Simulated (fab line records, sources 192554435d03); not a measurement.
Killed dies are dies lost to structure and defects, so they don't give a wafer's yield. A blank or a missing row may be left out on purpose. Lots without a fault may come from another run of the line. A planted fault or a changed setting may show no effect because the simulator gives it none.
Chamber matching | flow n5_finfet | N5_BEOL_M1_ETCH_63 on rie_diel-05: 4 sister chambers
The step etches SiARC in CF4, target depth 15.6 nm, time 26 s. 4 wafers are shown with their chamber, then 7 later ones without.

WAFERS WITH THEIR CHAMBER
wafer  | chamber | showerhead_plenum_p_Torr (Torr)
L239.3 | 3       | 2.11
L256.5 | 1       | 2.10
L257.4 | 0       | 2.21
L260.4 | 2       | 2.08

WAFERS WITHOUT THEIR CHAMBER
wafer  | showerhead_plenum_p_Torr (Torr)
L260.5 | 2.10
L259.1 | 2.20
L259.3 | 2.10
L259.4 | 2.10
L261.1 | 2.20
L261.2 | 2.08
L261.5 | 2.10

WHICH CHAMBER EACH WENT THROUGH
wafer  | from the rows above     | in truth
L260.5 | can't be placed: 1 or 3 | 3
L259.1 | 0                       | 0
L259.3 | can't be placed: 1 or 3 | 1
L259.4 | can't be placed: 1 or 3 | 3
L261.1 | 0                       | 0
L261.2 | 2                       | 2
L261.5 | can't be placed: 1 or 3 | 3
Placed correctly: 3 of 7. Can't be placed from these rows: 4 (the true chamber is among the candidates in 4). Placed wrongly: 0.
How it was worked out, from the rows above alone: a wafer's distance from a chamber is the root of the sum, over the readings, of the square of ((its reading less the chamber's mean) divided by the reading's scatter). The wafer belongs to the nearest chamber; if the next one is less than 2 further off, it can't be placed. A chamber's mean is the mean of its shown wafers. The scatter: with one shown wafer a chamber, the root of the mean of the squares of how far each hidden wafer lies from its nearest shown one.
